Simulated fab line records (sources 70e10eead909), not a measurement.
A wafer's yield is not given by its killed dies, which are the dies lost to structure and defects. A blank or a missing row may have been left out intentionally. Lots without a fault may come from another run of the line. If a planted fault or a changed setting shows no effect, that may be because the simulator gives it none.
Chamber matching -- flow nand-harc -- NHARC_A_CONTACT_ETCH_102 on rie-diel-13 has 4 sister chambers
The step etches the open film in CF4/O2, target depth 70 nm, overetch 7 nm, time 38.5 s. 4 wafers are shown with their chamber, then 7 later ones without.

== WAFERS PAIRED WITH THEIR CHAMBERS ==
wafer,chamber,drypump-motor-current-A (A)
L083.1,2,5.9
L083.2,3,6.2
L088.1,0,5.7
L088.2,1,6.6

== WAFERS WITHOUT THEIR CHAMBER ==
wafer,drypump-motor-current-A (A)
L088.4,5.9
L094.1,6.2
L094.3,5.8
L094.4,6.6
L097.1,6.6
L097.3,5.7
L097.5,5.8

== CHAMBER TAKEN BY EACH ==
wafer,from the rows above,in truth
L088.4,2,2
L094.1,3,3
L094.3,can't be placed: 0 or 2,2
L094.4,1,1
L097.1,1,1
L097.3,0,0
L097.5,can't be placed: 0 or 2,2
Correct placement for 5 of the 7. Cannot be placed on the basis of these rows: 2; the candidates contain the true chamber in 2. 0 placed wrongly.
How it was worked out, from the rows above alone: a wafer's distance from a chamber is the root of the sum, over the readings, of the square of ((its reading less the chamber's mean) divided by the reading's scatter). The wafer belongs to the nearest chamber; if the next one is less than 2 further off, it can't be placed. A chamber's mean is the mean of its shown wafers. The scatter: root of mean squared gap, hidden wafer to nearest shown wafer, with one shown wafer a chamber.
